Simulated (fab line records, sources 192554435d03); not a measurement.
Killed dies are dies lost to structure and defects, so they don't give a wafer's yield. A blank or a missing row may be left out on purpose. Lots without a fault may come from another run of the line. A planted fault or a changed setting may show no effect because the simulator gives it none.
Chamber matching | flow n5_finfet | N5_BEOL_M14_DESCUM_33 on rie_diel-02: 4 sister chambers
The step chemistry O2, time 7.9 s. 8 wafers are shown with their chamber, then 8 later ones without.

WAFERS WITH THEIR CHAMBER
wafer  | chamber | drypump_motor_current_A (A) | showerhead_plenum_p_Torr (Torr)
L081.4 | 0       | 5.7                         | 2.03
L086.5 | 3       | 5.8                         | 2.08
L087.1 | 1       | 6.0                         | 2.14
L087.5 | 2       | 5.4                         | 2.23
L088.1 | 2       | 5.3                         | 2.22
L088.2 | 0       | 5.7                         | 2.02
L088.3 | 3       | 5.8                         | 2.08
L088.4 | 1       | 6.0                         | 2.14

WAFERS WITHOUT THEIR CHAMBER
wafer  | drypump_motor_current_A (A) | showerhead_plenum_p_Torr (Torr)
L088.5 | 5.8                         | 2.08
L088.6 | 5.3                         | 2.22
L090.2 | 5.4                         | 2.22
L090.4 | 5.7                         | 2.02
L090.5 | 6.0                         | 2.14
L093.1 | 6.0                         | 2.14
L093.2 | 5.8                         | 2.07
L093.6 | 5.7                         | 2.02

WHICH CHAMBER EACH WENT THROUGH
wafer  | from the rows above | in truth
L088.5 | 3                   | 3
L088.6 | 2                   | 2
L090.2 | 2                   | 2
L090.4 | 0                   | 0
L090.5 | 1                   | 1
L093.1 | 1                   | 1
L093.2 | 3                   | 3
L093.6 | 0                   | 0
Placed correctly: 8 of 8. Can't be placed from these rows: 0. Placed wrongly: 0.
How it was worked out, from the rows above alone: a wafer's distance from a chamber is the root of the sum, over the readings, of the square of ((its reading less the chamber's mean) divided by the reading's scatter). The wafer belongs to the nearest chamber; if the next one is less than 2 further off, it can't be placed. A chamber's mean is the mean of its shown wafers. The scatter: the root of (the sum of the squares of (reading less its chamber's mean) over the shown wafers, divided by (wafers less chambers)).
